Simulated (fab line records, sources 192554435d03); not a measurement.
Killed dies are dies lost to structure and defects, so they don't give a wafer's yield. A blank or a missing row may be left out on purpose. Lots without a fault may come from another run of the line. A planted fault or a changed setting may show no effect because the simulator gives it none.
A struck lot beside a sound one | flow n5_finfet | 15 steps out of a route of 1938
Sound: wafers L851.1, L851.3, L851.5. Struck: wafers L859.1, L859.4, L859.5. The cause comes at the end.
At each step with rows: each side's tool, then ch and its chambers, then its first start. Under that, the readings that differ: sound wafers | struck wafers | difference of the means | sigmas: that difference in standard deviations of wafers without a fault.
alike: readings whose means differ by less than 2 such deviations, and words and numbers that are the same on both sides. not compared: withheld readings, readings that some wafer has no value for, bounds like >300 that may hide the same value, and numbers for which the record gives no deviation and whose values overlap.
The two part at a step that has a row with sigmas, a row that says differs or no value, or rows on one side only. Numbers that don't overlap but have no deviation are shown without sigmas and don't part them. A reading that every wafer of one side lacks parts them only if that side has two wafers or more.

first, 8 steps without rows for these wafers: N5_PASSIVATION_HMDS_37 (time 60 s); N5_PASSIVATION_COAT_38; N5_PASSIVATION_EBR_40; N5_PASSIVATION_SOFTBAKE_39 (time 120 s); N5_PASSIVATION_EXPOSE_41 (exposes mask PASS OPEN, defocus 0 nm, target cd 40000 nm); N5_PASSIVATION_PEB_42; N5_PASSIVATION_DEVELOP_43 (develop time 60 s); N5_PASSIVATION_HARDBAKE_45 (time 120 s).
N5_PASSIVATION_CD_MEAS_44: target cd 40000 nm.
  sound on cd_sem-01 ch 0, day 13 06:14; struck on cd_sem-03 ch 0, day 15 08:08
  alike: cd_nm
N5_PASSIVATION_OVL_MEAS_66:
  sound on overlay-01 ch 0, day 13 06:16; struck on overlay-02 ch 0, day 15 08:10
  alike: PASS_OPEN_OVL
N5_PASSIVATION_INSPECT_67: inspects for defects (macro).
  sound on defect_inspect-01, day 13 06:17; struck on defect_inspect-01, day 15 08:11
  alike: raw_defect_count
N5_PASSIVATION_DESCUM_46: chemistry O2, time 7.9 s.
  sound on rie_diel-06 ch 0,2,3, day 13 06:32; struck on rie_diel-06 ch 0,1,3, day 15 08:24
  alike: drypump_motor_current_A, oes_product_au, rf_vpp_V, showerhead_plenum_p_Torr, throttle_valve_pct
  not compared: rf_hours_counter_h
N5_PASSIVATION_PASS_ETCH_47: etches SiNx in CF4/O2, target depth 770 nm, time 385 s.
  sound on rie_diel-06 ch 0,2,3, day 13 06:34; struck on rie_diel-06 ch 0,1,3, day 15 08:26
  reading                  | sound             | struck            | difference | sigmas
  model.etch.depth_nm (nm) | 767.6 774.9 750.5 | 585.2 590.8 598.3 | -172.9     |
  alike: drypump_motor_current_A, mfc_ar_sccm, oes_product_au, rf_vpp_V, showerhead_plenum_p_Torr, throttle_valve_pct
  not compared: rf_hours_counter_h
N5_PASSIVATION_ETCH_54: etches SiO2 in CHF3/O2, target depth 880 nm, time 440 s.
  sound on rie_diel-06 ch 0,2,3, day 13 06:47; struck on rie_diel-06 ch 0,1,3, day 15 08:40
  reading               | sound          | struck         | difference | sigmas
  oes_product_au (a.u.) | 0.90 0.80 0.69 | 0.62 0.68 0.62 | -0.16      | -3
  alike: drypump_motor_current_A, mfc_ar_sccm, rf_vpp_V, showerhead_plenum_p_Torr, throttle_valve_pct
  not compared: rf_hours_counter_h
N5_PASSIVATION_STRIP_48: strips in O2.
  sound on rie_diel-06 ch 0,2,3, day 13 07:05; struck on rie_diel-06 ch 0,1,3, day 15 08:57
  reading      | sound       | struck      | difference | sigmas
  rf_vpp_V (V) | 6.2 3.7 6.7 | 0.3 0.6 0.2 | -5.2       | -2
  alike: drypump_motor_current_A, oes_product_au, showerhead_plenum_p_Torr, throttle_valve_pct
  not compared: rf_hours_counter_h

WHERE THEY PART
First at N5_PASSIVATION_ETCH_54; last, within this record, at N5_PASSIVATION_STRIP_48.

WHY: what the simulator had put in
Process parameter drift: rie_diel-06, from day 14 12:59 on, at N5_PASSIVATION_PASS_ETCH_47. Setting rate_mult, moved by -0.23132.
